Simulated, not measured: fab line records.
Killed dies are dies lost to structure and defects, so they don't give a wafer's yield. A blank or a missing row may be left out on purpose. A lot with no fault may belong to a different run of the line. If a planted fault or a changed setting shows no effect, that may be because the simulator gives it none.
Problem report in the 8D (eight disciplines) form, filled by code / flow n5-finfet / the parts of the form that need people (team, actions taken, sign-off) are left out

== 1. THE ISSUE ==
At N5_FIN_SAQP_COAT_68, spin-speed-rpm averages 1534.7 rpm over 6 wafers from 2 lots, while fault-free wafers read 1500.0 rpm, standard deviation 1.1. That puts it +32 standard deviations away from the usual mean.
The step: time 60 s, resist thk 100 nm.
The first sign was on wafer L167.1 at day 5 07:04, on litho-track-01. The record has a number at this step for 18 wafers belonging to 6 lots. The rule behind "out" and "out of limits": a value lying over 4 standard deviations away from the usual mean. The other wafers with a number count as sound.

== 2. WHAT IT IS; WHAT IT IS NOT ==
question=which readings at this step | is=spin-speed-rpm | is not=-
question=which lots | is=L167, L169 | is not=L154, L159, L175, L176
question=which wafers of those lots | is=all that have a number | is not=-
question=read on which tools | is=litho-track-01 | is not=litho-track-02, litho-track-05
question=when | is=from day 5 07:04 | is not=up to then (6 sound wafers); but 6 sound wafers of L175, L176 came after

== 3. WHAT RULES OUT EACH SUSPECT ==
Counting: a tool at any process step up to the reading remains a suspect when it ran all the lots that are out and ran no sound lot after the first of those.
- rie-si-02 at N5_FIN_SAQP_MANDREL1_REMOVE_56 (chemistry HBr/Cl2/O2, target a-Si, stops on SiNx, bt time 10 s): kept. It ran every lot that is out, first L167 (day 5 06:11), and no sound lot after that.
- litho-track-01 at N5_FIN_SAQP_COAT_68 (time 60 s, resist thk 100 nm): kept. It ran every lot that is out, first L167 (day 5 07:04), and no sound lot after that; its last sound lot up to then is L159 (day 3 07:13). Out on those wafers are its own readings of spin-speed-rpm.
After counting, rie-si-02 at N5_FIN_SAQP_MANDREL1_REMOVE_56 and litho-track-01 at N5_FIN_SAQP_COAT_68 remain.

== 4. THE CAUSE (what the simulator had put in) ==
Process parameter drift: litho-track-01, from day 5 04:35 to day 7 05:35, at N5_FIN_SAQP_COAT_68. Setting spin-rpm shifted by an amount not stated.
After counting, 2 suspects remain, this tool included.

== 5. THE EFFECT CHAIN, in route order ==
Each row: a reading where the mean over the struck wafers with a number is more than 3 standard deviations away from the usual. Only readings for which the record gives a usual standard deviation are gone through. hours: the time from each lot's start at the first step in this table that gives one to its start at this step, as a median over the lots. sigmas: the change in usual standard deviations.
hours=0; step=N5_FIN_SAQP_COAT_68; reading=spin-speed-rpm; usual=1500.0 rpm; on struck wafers=1534.7; change=+34.7; sigmas=+32
Here are the process steps it includes:
- N5_FIN_SAQP_COAT_68: time 60 s, resist thk 100 nm.
At these later measuring or inspecting steps, every struck wafer for which the step has a row has a number for every such reading, and none has moved that far: N5_BEOL_M4_RC_MEAS_101.

== 6. HOW IT WOULD HAVE BEEN CAUGHT EARLIER ==
In this record the first reading out of limits was taken at day 5 07:04, 2 hours after the fault began at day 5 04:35.
